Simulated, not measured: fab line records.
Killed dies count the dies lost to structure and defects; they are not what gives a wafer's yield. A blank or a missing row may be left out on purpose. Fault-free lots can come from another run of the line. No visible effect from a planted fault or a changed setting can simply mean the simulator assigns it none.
Lot-split experiment / flow n5-finfet / 7 lots, 21 wafers read, on a route of 1938 steps

## THE SPLIT ITSELF
At N5_BEOL_M15_TRENCH_ETCH_34 (etches SiO2 in C4F8/O2/Ar, target depth 872.93 nm, time 199 s), the setting bias-w was moved away from the recipe's 2040 W on 6 of the 21 wafers read, by -10.9% to +16.4%. For the rest of the wafers, this setting stayed at what the recipe calls for.

The reading comes from the split's own step.

## THE READING
rf-vpp-V, in V, at N5_BEOL_M15_TRENCH_ETCH_34 (etches SiO2 in C4F8/O2/Ar, target depth 872.93 nm, time 199 s). Typical for fault-free wafers on this fab line: 2212 V, with standard deviation 41 V.

wafer=L074.3; tool, chamber at the split=rie-diel-03, 2; bias-w as run, W=2040; against the recipe=recipe; rf-vpp-V, V=2198; against lot-mates on the recipe=-
wafer=L074.4; tool, chamber at the split=rie-diel-03, 0; bias-w as run, W=1818; against the recipe=-10.9%; rf-vpp-V, V=2097; against lot-mates on the recipe=-101
wafer=L074.6; tool, chamber at the split=rie-diel-03, 2; bias-w as run, W=1818; against the recipe=-10.9%; rf-vpp-V, V=2027; against lot-mates on the recipe=-171
wafer=L077.1; tool, chamber at the split=rie-diel-05, 0; bias-w as run, W=2040; against the recipe=recipe; rf-vpp-V, V=2137; against lot-mates on the recipe=-
wafer=L077.2; tool, chamber at the split=rie-diel-05, 1; bias-w as run, W=2040; against the recipe=recipe; rf-vpp-V, V=2213; against lot-mates on the recipe=-
wafer=L077.5; tool, chamber at the split=rie-diel-05, 2; bias-w as run, W=2040; against the recipe=recipe; rf-vpp-V, V=2223; against lot-mates on the recipe=-
wafer=L078.3; tool, chamber at the split=rie-diel-01, 0; bias-w as run, W=2040; against the recipe=recipe; rf-vpp-V, V=2157; against lot-mates on the recipe=-
wafer=L078.5; tool, chamber at the split=rie-diel-01, 0; bias-w as run, W=2040; against the recipe=recipe; rf-vpp-V, V=2157; against lot-mates on the recipe=-
wafer=L078.6; tool, chamber at the split=rie-diel-01, 3; bias-w as run, W=2374; against the recipe=+16.4%; rf-vpp-V, V=2417; against lot-mates on the recipe=+260
wafer=L081.1; tool, chamber at the split=rie-diel-05, 2; bias-w as run, W=2040; against the recipe=recipe; rf-vpp-V, V=2222; against lot-mates on the recipe=-
wafer=L081.2; tool, chamber at the split=rie-diel-05, 1; bias-w as run, W=2040; against the recipe=recipe; rf-vpp-V, V=2213; against lot-mates on the recipe=-
wafer=L081.4; tool, chamber at the split=rie-diel-05, 3; bias-w as run, W=2040; against the recipe=recipe; rf-vpp-V, V=2264; against lot-mates on the recipe=-
wafer=L082.4; tool, chamber at the split=rie-diel-03, 3; bias-w as run, W=2040; against the recipe=recipe; rf-vpp-V, V=2164; against lot-mates on the recipe=-
wafer=L082.5; tool, chamber at the split=rie-diel-03, 2; bias-w as run, W=1935; against the recipe=-5.1%; rf-vpp-V, V=2118; against lot-mates on the recipe=-46
wafer=L082.6; tool, chamber at the split=rie-diel-03, 1; bias-w as run, W=1935; against the recipe=-5.1%; rf-vpp-V, V=2146; against lot-mates on the recipe=-18
wafer=L084.2; tool, chamber at the split=rie-diel-05, 2; bias-w as run, W=2040; against the recipe=recipe; rf-vpp-V, V=2222; against lot-mates on the recipe=-
wafer=L084.5; tool, chamber at the split=rie-diel-05, 3; bias-w as run, W=2040; against the recipe=recipe; rf-vpp-V, V=2264; against lot-mates on the recipe=-
wafer=L084.6; tool, chamber at the split=rie-diel-05, 2; bias-w as run, W=2040; against the recipe=recipe; rf-vpp-V, V=2222; against lot-mates on the recipe=-
wafer=L095.1; tool, chamber at the split=rie-diel-03, 3; bias-w as run, W=2040; against the recipe=recipe; rf-vpp-V, V=2164; against lot-mates on the recipe=-
wafer=L095.2; tool, chamber at the split=rie-diel-03, 0; bias-w as run, W=2040; against the recipe=recipe; rf-vpp-V, V=2271; against lot-mates on the recipe=-
wafer=L095.3; tool, chamber at the split=rie-diel-03, 2; bias-w as run, W=2142; against the recipe=+5.0%; rf-vpp-V, V=2273; against lot-mates on the recipe=+56

THE FIT
A straight line over all 21 wafers: rf-vpp-V changes by +13.2 V for each +1% of bias-w; r = +0.88; the points scatter about the line by 39 V.
The same after taking each lot's own level away (the mean of its wafers on the recipe; 21 wafers): +13.5 V for each +1%; r = +0.92; scatter 32 V.
The reading moves by 2.2e+02 V for the largest change in bias-w, on that fit.
Measured against the standard deviation above, the lots' own levels, which go from 2157.0 to 2236.0 V, span 1.9 times it.
Hence the lot-to-lot level has little effect on the slope; both slopes agree.
Check: for one of the wafers moved furthest among these (+16.4%), held out of the fit, the line's prediction against its lot-mates is +189 V. Against them it came out at +260 V.
Tool readings at the split's step, against how far the setting was moved: rf-vpp-V r = +0.88.

## ADDITIONAL SPLITS CARRIED BY THESE WAFERS
Before the reading, these wafers also passed through other splits. Each is held against what the fit with the lots' levels taken away leaves over:
other split on the same wafers=N5_BEOL_M11_COAT_05 spin-rpm; wafers away from the commonest value=5; r with rf-vpp-V (lot level and that fit taken away)=+0.20
other split on the same wafers=N5_BEOL_M12_SPUTTER_44 time-s; wafers away from the commonest value=9; r with rf-vpp-V (lot level and that fit taken away)=-0.05
other split on the same wafers=N5_BEOL_M14_EXPOSE_07 dose-mj; wafers away from the commonest value=8; r with rf-vpp-V (lot level and that fit taken away)=+0.22
other split on the same wafers=N5_BEOL_M14_DESCUM_15 time-s; wafers away from the commonest value=10; r with rf-vpp-V (lot level and that fit taken away)=+0.10

## FILE'S OWN FIT
rf-vpp-V changes by +14.1 V for each +1% of bias-w, r = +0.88.
